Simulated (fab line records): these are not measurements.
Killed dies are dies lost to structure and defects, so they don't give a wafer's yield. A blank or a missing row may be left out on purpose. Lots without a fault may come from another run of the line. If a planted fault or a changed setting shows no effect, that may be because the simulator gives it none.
fab line records	flow n5Finfet
record: lots: 4	wafers: 11	lastDay: 17
route steps=1938 shown BEOL_M11@1590 BEOL_M12@1602 PASSIVATION@1936
lots that met no fault: taken from a fault-free run of the same line
startH: the number of hours between the record's first day and the start of the first shown wafer of the lot	waitH: hours elapsed since this lot's preceding step	" unchanged from the row above	L1.1+2: several wafers, shown together as one row	- value missing, or start not given	* or withheld: withheld	< > ~ a bound
route shown NAME@n: NAME is a module with steps in the file, n the number in the route of the first one	usual: mean/standard deviation of fault-free wafers	same: alike in all rows	chamber/n: place in a boat	sites: readings site by site	_std_site: their standard deviation	_edge_site: outer sites' mean less inner sites'	radiusMm: how far each site lies from the wafer's centre	mask NAME#n: copy n	behind: the most recent tool/chamber to have shaped the wafer	hold: reason for holding the lot/hours on hold/outcome of the hold	device: which transistor (n, p or np) failed to switch	end of line: the tests these same wafers got at the end of their route	where a step has no rows: the recipe by itself	killed: dies that structure and defects cost at the first sort, which is not the same as the wafer's yield	map: per-die view of a wafer (x killed, . not killed, _ where there is no die)
set.NAME: setting as actually run; set.NAME@STEP: the setting as run at that earlier step	model.NAME: the simulator's own value behind a step, which no gauge read
lots at selected steps of the route; one table per step, one row per wafer
services: a tool's chamber out of use, with start hour (startH, from the record's first day; less than 0 if before it), hours out, and reason
== steps ==
step: N5_BEOL_M11_ALD_74
recipe: material: TaN	targetThkA: 20	tempC: 275	aldPrecursorFamily: PDMAT	aldCoReactant: NH3	pressureTorr: 3	carrierFlowSccm: 1500	pulseTimeS: 2	purgeTimeS: 3	coReactantPurgeTimeS: 2	coReactantPulseTimeS: 3	aldCycles: 40	precursorVesselTempC: 75	precursorVesselPressureTorr: 26.25	precursorVesselCarrierSccm: 1000
step: N5_BEOL_M11_SURFACE_TREAT_76
recipe: gas: Ar	timeS: *	ionEnergyEv: *	ionCurrentMaCm2: 0.5	pressureMtorr: *	arFlowSccm: 30
step: N5_BEOL_M11_CVD_75
recipe: material: Co	targetThkA: 20	tempC: withheld	precursor: CCTBA/H2	pressureTorr: 30	timeS: 138.9
step: N5_BEOL_M11_SPUTTER_48
recipe: material: Cu	targetThkA: 120	tempC: -20	biasV: 60	powerW: 26000	chamberPressurePa: 0.13	timeS: 2
step: N5_BEOL_M11_ECD_50
recipe: material: Cu	targetThkA: 3180
step: N5_BEOL_M11_ANNEAL_51
recipe: tempC: 225	timeS: 90	ambient: N2
step: N5_BEOL_M11_CMP_52
recipe: stopOn: SiCOH_lowk	tOverpolishS: 7	downForcePsi: 1	platenRpm: 50	clearingPlatenDownForcePsi: 1.5	clearingPlatenRpm: 50	postCmpClean: cuAlkaline	targetThkNm: 140	clearingPlatenPadVelocityMS: 0.99484	padVelocityMS: 0.99484
step: N5_BEOL_M11_PRE_CLEAN_55
recipe: gas: NH3	timeS: 15	tempC: withheld	rfPowerW: 300
step: N5_BEOL_M11_DEP_56
recipe: material: SiCN	targetThkA: 300	tempC: withheld	precursor: 3MS/NH3	pressureTorr: 3	rfW: 675	timeS: 10.5
step: N5_BEOL_M12_ILD_DEP_00
recipe: material: SiOC	targetThkA: 6589.2	tempC: 350	precursor: DEMS/O2	pressureTorr: 5	rfW: 500	timeS: 130.7
usual: heaterPowerW: 458/68	rfFwdPowerW: 497.8/1.6	runLengthS: 175.6/0.57	showerheadPlenumPTorr: 5.696/0.016	throttleValvePct: 12.0/0.74
lot.wafer	tool	chamber	startH	waitH	heaterPowerW	rfFwdPowerW	runLengthS	showerheadPlenumPTorr	sinceWetCleanH	throttleValvePct	model.SiOC_of_BEOL_M12_ILD_DEP_00.thkNm
L927.2	pecvd-04	1	287.36	0.0	440	498.4	174.5	5.679	1535	11.5	651.2
L927.4	"	1	"	"	358	497.6	175.3	5.670	-	11.6	661.8
L927.5	"	0	"	"	399	495.9	176.4	5.707	-	11.3	660
L929.1	pecvd-04	0	297.88	0.0	413	497.8	175.8	5.682	315	11.5	642.2
L929.2	"	1	"	"	459	496.8	238.6	5.690	1546	11.7	962.4
L929.4	"	0	"	"	427	497.1	239.6	5.678	-	11.1	981.2
L933.2	pecvd-04	1	312.10	0.0	447	499.2	238.4	5.668	1560	11.7	959.4
L933.5	"	0	"	"	330	498.2	176.4	5.690	-	11.4	661.2
L940.1	pecvd-02	2	359.33	0.0	449	499.1	176.1	5.682	347	11.9	645.2
L940.4	"	1	"	"	418	499.4	175.1	5.681	-	13.1	661.6
L940.6	"	2	"	"	493	498.4	176.2	5.686	-	12.0	657.2
step: N5_BEOL_M12_THK_MEAS_01
recipe: reads: SiOC_of_BEOL_M12_ILD_DEP_00
usual: M12_ILD_THK: 657/7.8
lot.wafer	tool	chamber	startH	waitH	M12_ILD_THK[nm]
L927.2	filmMetro-01	-	287.49	0.1	651
L927.4	"	-	"	"	662
L927.5	"	-	"	"	660
L929.1	filmMetro-01	-	298.01	0.1	642
L929.2	"	-	"	"	962
L929.4	"	-	"	"	982
L933.2	filmMetro-01	-	312.23	0.1	960
L933.5	"	-	"	"	661
L940.1	filmMetro-02	-	359.51	0.1	645
L940.4	"	-	"	"	661
L940.6	"	-	"	"	657
step: N5_BEOL_M12_COAT_58
recipe: resist: BARC	tempC: 205	timeS: 60	spinRpm: 1500	resistThkNm: 89
step: N5_BEOL_M12_COAT_04
recipe: spinRpm: 1625	resistThkNm: 400
step: N5_BEOL_M12_EBR_06
recipe: solvent: PGMEA	ebrWidthMm: 1.5
step: N5_BEOL_M12_SOFTBAKE_05
recipe: tempC: 130	timeS: 60
step: N5_BEOL_M12_EXPOSE_07
recipe: maskId: V11	na: 0.93	sourceShape: conventional	sigmaOuter: 0.6	polarization: unpolarized	attpsmPhaseDeg: 180	doseMj: 32.5
step: N5_BEOL_M12_PEB_08
recipe: pebTempC: 130	pebTimeS: 90
step: N5_BEOL_M12_DEVELOP_09
recipe: developTimeS: 45	rinseLiquid: diw	dry: airSpin	devTempC: 21
step: N5_BEOL_M12_HARDBAKE_14
recipe: tempC: 130	timeS: 120
step: N5_BEOL_M12_DESCUM_15
recipe: chemistry: O2	timeS: 7.9	sourcePowerW: 50	biasPowerW: 20	pressureMtorr: 20	rfFrequencyHz: 2.712e+07	tempC: 40	o2FlowSccm: 225
step: N5_BEOL_M12_ETCH_59
recipe: chemistry: N2/H2	target: BARC	targetDepthA: 890	overetchA: 267	timeS: 67.9	ionEnergyEv: 200	pressureMtorr: 30	sourceW: 840	biasW: 150	n2FlowSccm: 200	h2FlowSccm: 200
step: N5_BEOL_M12_VIA_ETCH_16
recipe: chemistry: C4F8/O2/Ar	target: SiOC	pressureMtorr: 30	sourceW: 3000	biasW: 700	Ar_flow_sccm: 400	C4F8_flow_sccm: 15	O2_flow_sccm: 8	heInnerTorr: 15	heOuterTorr: 30	targetDepthA: 7248	timeS: withheld	ionEnergyEv: 250	ends: cleared
usual: drypumpMotorCurrentA: 5.7/0.43	heOuterTorr: 30.01/0.068	oesProductAu: 0.72/0.077	rfFwdPowerW: 2993/9.8	rfVppV: 667.3/2.1	showerheadPlenumPTorr: 3.48/0.071	throttleValvePct: 24.13/0.21
lot.wafer	tool	chamber	startH	waitH	drypumpMotorCurrentA	heOuterTorr	oesProductAu	rfFwdPowerW	rfVppV	showerheadPlenumPTorr	throttleValvePct	model.etch.depthNm	model.coat_of_BEOL_M12_COAT_04.thkNm
L927.2	rieDiel-01	0	288.09	0.0	6.4	30.00	0.64	2997	668.3	3.53	24.21	651.1	128.6
L927.4	"	1	"	"	5.7	29.91	0.68	2982	670.4	3.53	24.06	661.7	124
L927.5	"	0	"	"	6.3	30.03	0.62	2993	669.3	3.53	24.22	660	123.4
L929.1	rieDiel-01	2	298.77	0.0	5.2	30.04	0.79	2999	668.2	3.48	24.39	642.1	129.8
L929.2	"	0	"	"	6.4	30.02	0.69	-	666.2	3.53	24.25	962.4	35.2
L929.4	"	3	"	"	6.3	30.05	0.71	-	666.9	3.51	24.20	981.3	28.4
L933.2	rieDiel-05	1	312.71	0.0	5.1	30.05	0.71	-	663.8	3.36	23.72	959.3	34
L933.5	"	3	"	"	5.7	30.08	0.81	2985	661.8	3.36	24.37	661.2	123.2
L940.1	rieDiel-03	2	360.11	0.0	5.3	30.08	0.81	2985	667.9	3.52	23.82	645.2	124.6
L940.4	"	2	"	"	5.3	30.13	0.80	2987	666.9	3.52	23.83	661.7	118.8
L940.6	"	1	"	"	5.3	29.88	0.70	2994	665.9	3.46	24.38	657.3	124.8
step: N5_BEOL_M12_STRIP_63
recipe: chemistry: N2/H2	powerW: 1000	tempC: 250	h2Frac: 0.65	overashFraction: 0.3	pressureMtorr: 1000	n2FlowSccm: 1750	h2FlowSccm: 3250
usual: drypumpMotorCurrentA: 5.6/0.54	heaterPowerW: 327/8.6	n2FlowSccm: 1749/5.5	oesProductAu: 0.693/0.0046	stripTimeToEndpointS: 42.7/0.7
same: overashFraction: 0.3
lot.wafer	tool	chamber	startH	waitH	drypumpMotorCurrentA	heaterPowerW	n2FlowSccm	oesProductAu	rfHoursCounterH	stripTimeToEndpointS
L927.2	plasmaAsher-01	1	288.29	-	5.8	313	1754	0.705	128	44.0
L927.4	"	1	"	"	5.8	333	1748	0.685	-	42.8
L927.5	"	0	"	"	5.0	322	1748	0.691	-	42.6
L929.1	plasmaAsher-01	1	298.97	-	5.8	323	1750	0.692	130	44.3
L929.2	"	0	"	"	5.0	318	1753	0.642	130	16.8
L929.4	"	1	"	"	5.8	325	1741	0.636	-	14.5
L933.2	plasmaAsher-02	1	312.91	-	5.3	330	1743	0.647	81	16.4
L933.5	"	1	"	"	5.3	332	1741	0.699	-	42.5
L940.1	plasmaAsher-02	1	360.31	-	5.3	343	1744	0.687	90	42.9
L940.4	"	1	"	"	5.3	329	1747	0.694	-	41.3
L940.6	"	1	"	"	5.3	329	1745	0.687	-	43.0
step: N5_BEOL_M12_STRIP_64
recipe: chemistry: N2/H2	powerW: 1000	tempC: 250	h2Frac: 0.65	overashFraction: 0.3	pressureMtorr: withheld	n2FlowSccm: 1750	h2FlowSccm: 3250
step: N5_BEOL_M12_STRIP_71
recipe: chemistry: postEtchResidueRemover	timeS: 60	tempC: 25	removerPh: withheld	removerWaterWtPct: withheld	removerFluorideWtPct: withheld
step: N5_BEOL_M12_SRD_72
recipe: timeS: 30	tempC: 23	rinseLiquid: diw	dry: n2Spin	spinRpm: 1500	dryTimeS: 30
step: N5_BEOL_M12_COAT_65
recipe: resist: SOC	tempC: 250	timeS: 60	spinRpm: 1500	resistThkNm: 300
step: N5_BEOL_M12_COAT_66
recipe: resist: SiARC	tempC: 220	timeS: 60	spinRpm: 1500	resistThkNm: 110
step: N5_BEOL_M12_COAT_22
recipe: spinRpm: 2888	resistThkNm: 300
step: N5_BEOL_M12_EBR_24
recipe: solvent: PGMEA	ebrWidthMm: 1.5
step: N5_BEOL_M12_SOFTBAKE_23
recipe: tempC: 130	timeS: 60
step: N5_BEOL_M12_EXPOSE_25
recipe: maskId: M12	na: 0.93	sourceShape: conventional	sigmaOuter: 0.4	polarization: unpolarized	doseMj: 21.8
step: N5_BEOL_M12_PEB_26
recipe: pebTempC: 130	pebTimeS: 90
step: N5_BEOL_M12_DEVELOP_27
recipe: developTimeS: 45	rinseLiquid: diw	dry: airSpin	devTempC: 21
step: N5_BEOL_M12_HARDBAKE_32
recipe: tempC: 130	timeS: 120
step: N5_BEOL_M12_CMP_49
recipe: stopOn: SiOC	tOverpolishS: 20.6	downForcePsi: 1	platenRpm: 50	clearingPlatenDownForcePsi: 1.5	clearingPlatenRpm: 50	postCmpClean: cuAlkaline	targetThkNm: 320	clearingPlatenPadVelocityMS: 0.99484	padVelocityMS: 0.99484
usual: clearingPlatenRpm: 49.999/0.027	motorCurrentA: 6.4/0.63
lot.wafer	tool	chamber	startH	waitH	clearingPlatenRpm	motorCurrentA	model.SiOC_of_BEOL_M12_ILD_DEP_00.thkNm
L927.4	cmp-01	3	293.24	0.2	49.939	6.7	601.6
L927.2	"	0	"	"	50.038	6.1	593.4
L927.5	"	2	"	"	49.987	6.4	601
L929.2	cmp-04	1	302.72	0.2	50.031	5.4	902.8
L929.1	"	2	"	"	49.978	5.4	583.4
L929.4	"	3	"	"	49.974	6.6	922.4
L933.2	cmp-01	0	316.31	0.3	49.991	6.1	899.4
L933.5	"	0	"	"	50.014	6.3	601.8
L940.1	cmp-04	3	366.35	0.3	49.984	6.7	583.8
L940.4	"	1	"	"	49.965	5.1	604.6
L940.6	"	2	"	"	50.002	5.6	599.2
step: N5_PASSIVATION_PROBE_49
usual: defectLimitedYield: 91.1/1.3	killed_at_M0_to_M3: 35/11	killed_at_M4_up: 13/5.4	killedAtContacts: 14/6.5	killedAtFrontEnd: 41/11	killedAtOther: 4/3.1	killedDies: 106/15	killedOpen: 69/12	killedShort: 35/7	sort_bin_5_function: 5.2/0.86	sort_bin_6_memory: 3.4/0.64	sortNPass: 1074/15	sortYieldPct: 91.0/1.3
same: grossDies: 1180	killedAtBackSide: 0	sort_bin_4_leakage[%]: 0	sort_bin_8_speed[%]: 0
lot.wafer	tool	chamber	startH	waitH	defectLimitedYield[%]	killed_at_M0_to_M3	killed_at_M4_up	killedAtContacts	killedAtFrontEnd	killedAtOther	killedDies	killedOpen	killedShort	sort_bin_5_function[%]	sort_bin_6_memory[%]	sortNPass	sortYieldPct[%]
L927.2	prober-01	-	321.52	0.1	90.4	43	14	13	36	7	113	76	36	4.9	3.9	1067	90.4
L927.4	prober-01	-	321.62	0.2	90.2	37	13	21	41	4	116	68	44	5.0	4.5	1064	90.2
L927.5	prober-01	-	321.67	0.2	88.8	34	13	30	49	6	132	91	37	6.4	4.5	1048	88.8
L929.1	prober-02	-	336.43	0.0	90.5	31	10	10	44	17	112	70	40	5.6	3.8	1068	90.5
L929.2	prober-02	-	336.48	0.1	91.8	26	11	13	35	12	97	58	36	5.3	2.6	1083	91.8
L929.4	prober-02	-	336.58	0.2	91.4	31	12	15	38	5	101	69	30	4.4	3.7	1079	91.4
L933.2	prober-02	-	351.61	0.1	88.8	28	29	28	42	5	132	93	36	7.0	4.1	1048	88.8
L933.5	prober-02	-	351.76	0.2	90.8	37	27	14	30	1	109	76	29	5.5	3.5	1071	90.8
killed by level:class
L927.2 STI_FIN_REVEAL:geometricParticle:open=12 MOL_CONTACT_COAG:geometricParticle:open=12 BEOL_M0_SAQP:geometricParticle:open=10 BEOL_M1:geometricParticle:open=9 BEOL_M1:geometricParticle:short=9 DUMMY_GATE:geometricParticle:open=6 STI_FIN_REVEAL:geometricParticle:short=5 BEOL_M0_SAQP:geometricParticle:short=5
L927.4 MOL_CONTACT_COAG:geometricParticle:open=15 GATE_CUT:geometricParticle:short=8 BEOL_M1:geometricParticle:open=8 BEOL_M0:geometricParticle:open=7 FIN_SAQP:geometricParticle:short=6 MOL_CONTACT_COAG:geometricParticle:short=6 BEOL_M3:geometricParticle:open=6 STARTING-WAFER:geometricParticle:short=5
L927.5 MOL_CONTACT_COAG:geometricParticle:open=24 STI_FIN_REVEAL:geometricParticle:open=15 BEOL_M0_SAQP:geometricParticle:open=10 FIN_SAQP:geometricParticle:open=8 GATE_CUT:geometricParticle:short=7 BEOL_M3:geometricParticle:open=6 BEOL_M1:geometricParticle:open=5 BEOL_M1:geometricParticle:short=5
L929.1 FIN_SAQP:geometricParticle:short=8 STI_FIN_REVEAL:geometricParticle:open=8 MOL_CONTACT_COAG:geometricParticle:open=7 BEOL_M3:geometricParticle:open=7 GATE_CUT:geometricParticle:short=6 BEOL_M0_SAQP:geometricParticle:short=6 BEOL_M1:geometricParticle:open=6 MIM_TOP:geometricParticle:open=6
L929.2 MOL_CONTACT_COAG:geometricParticle:open=11 BEOL_M2:geometricParticle:open=10 STI_FIN_REVEAL:geometricParticle:open=7 GATE_CUT:geometricParticle:short=6 MIM_TOP:geometricParticle:short=5 FIN_SAQP:geometricParticle:open=4 STI_FIN_REVEAL:geometricParticle:short=4 BEOL_M0_SAQP:geometricParticle:short=4
L929.4 STI_FIN_REVEAL:geometricParticle:open=17 MOL_CONTACT_COAG:geometricParticle:open=12 BEOL_M1:geometricParticle:open=8 BEOL_M2:geometricParticle:open=7 FIN_SAQP:geometricParticle:short=6 BEOL_M1:geometricParticle:short=5 GATE_CUT:geometricParticle:short=4 BEOL_M3:geometricParticle:open=4
L933.2 MOL_CONTACT_COAG:geometricParticle:open=21 FIN_SAQP:geometricParticle:open=11 STI_FIN_REVEAL:geometricParticle:open=11 BEOL_M4:geometricParticle:open=11 FIN_SAQP:geometricParticle:short=6 MOL_CONTACT_COAG:geometricParticle:short=6 BEOL_M3:geometricParticle:open=6 BEOL_M5:geometricParticle:open=6
L933.5 MOL_CONTACT_COAG:geometricParticle:open=10 STI_FIN_REVEAL:geometricParticle:open=9 BEOL_M4:geometricParticle:open=9 BEOL_M3:geometricParticle:open=7 BEOL_M0_SAQP:geometricParticle:open=6 BEOL_M0_SAQP:geometricParticle:short=6 BEOL_M1:geometricParticle:open=6 BEOL_M0:geometricParticle:open=5
== services ==
tool	chamber	startH	hours	kind
cmp-04	-	267.62	0.9	repair
rieDiel-05	2	271.67	4.7	repair
cmp-04	-	274.84	1.9	repair
rieDiel-01	0	275.58	5.2	repair
rieDiel-05	1	291.08	6.5	repair
cmp-04	-	296.20	0.9	repair
cmp-04	-	297.43	2.3	repair
rieDiel-03	1	302.27	7.5	repair
rieDiel-03	3	315.27	-	clean
rieDiel-03	3	315.27	-	consumableReplace:focusRing
rieDiel-03	3	315.27	38.3	scheduledDown
rieDiel-03	3	315.27	38.3	ventCycle
rieDiel-01	0	317.42	11.6	repair
rieDiel-01	3	320.48	100.8	repair
rieDiel-03	2	326.80	3.5	repair
pecvd-02	0	336.68	2.1	scheduledDown
cmp-04	-	343.87	1.0	repair
cmp-04	-	344.93	3.2	repair
cmp-01	-	346.41	1.1	repair
rieDiel-05	1	347.17	6.4	repair
pecvd-02	2	356.25	2.6	repair
cmp-04	-	359.50	0.2	repair
rieDiel-03	3	360.01	6.0	repair
cmp-04	-	361.10	0.4	repair
== key ==
firstSign: step: N5_BEOL_M12_ILD_DEP_00	reading: runLengthS	direction: up	sigmas: 99+	usual: *	struck: *
effect: step: N5_BEOL_M12_THK_MEAS_01	reading: M12_ILD_THK	direction: up	sigmas: 40	usual: 657	struck: 968
effect: step: N5_BEOL_M12_STRIP_63	reading: stripTimeToEndpointS	direction: down	sigmas: 38	usual: *	struck: *
modelEffect: step: N5_BEOL_M12_ILD_DEP_00	value: SiOC_of_BEOL_M12_ILD_DEP_00.thkNm	without: 648.1	struck: 967.7
modelEffect: step: N5_BEOL_M12_VIA_ETCH_16	value: etch.depthNm	without: 648.1	struck: 967.7
modelEffect: step: N5_BEOL_M12_CMP_49	value: SiOC_of_BEOL_M12_ILD_DEP_00.thkNm	without: 588.5	struck: 908.2
metAt N5_BEOL_M12_ILD_DEP_00
struckWafers L929.2,L929.4,L933.2
onsetBetween 287.36 297.88
fault: kind: processParameterDrift	tool: pecvd-04	chamber: -	onsetH: 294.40	steps: N5_BEOL_M12_ILD_DEP_00	channel: timeS	offset: *	shape: step	endH: 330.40	scope: struckWafersOnly	actsIn: *	stated: *
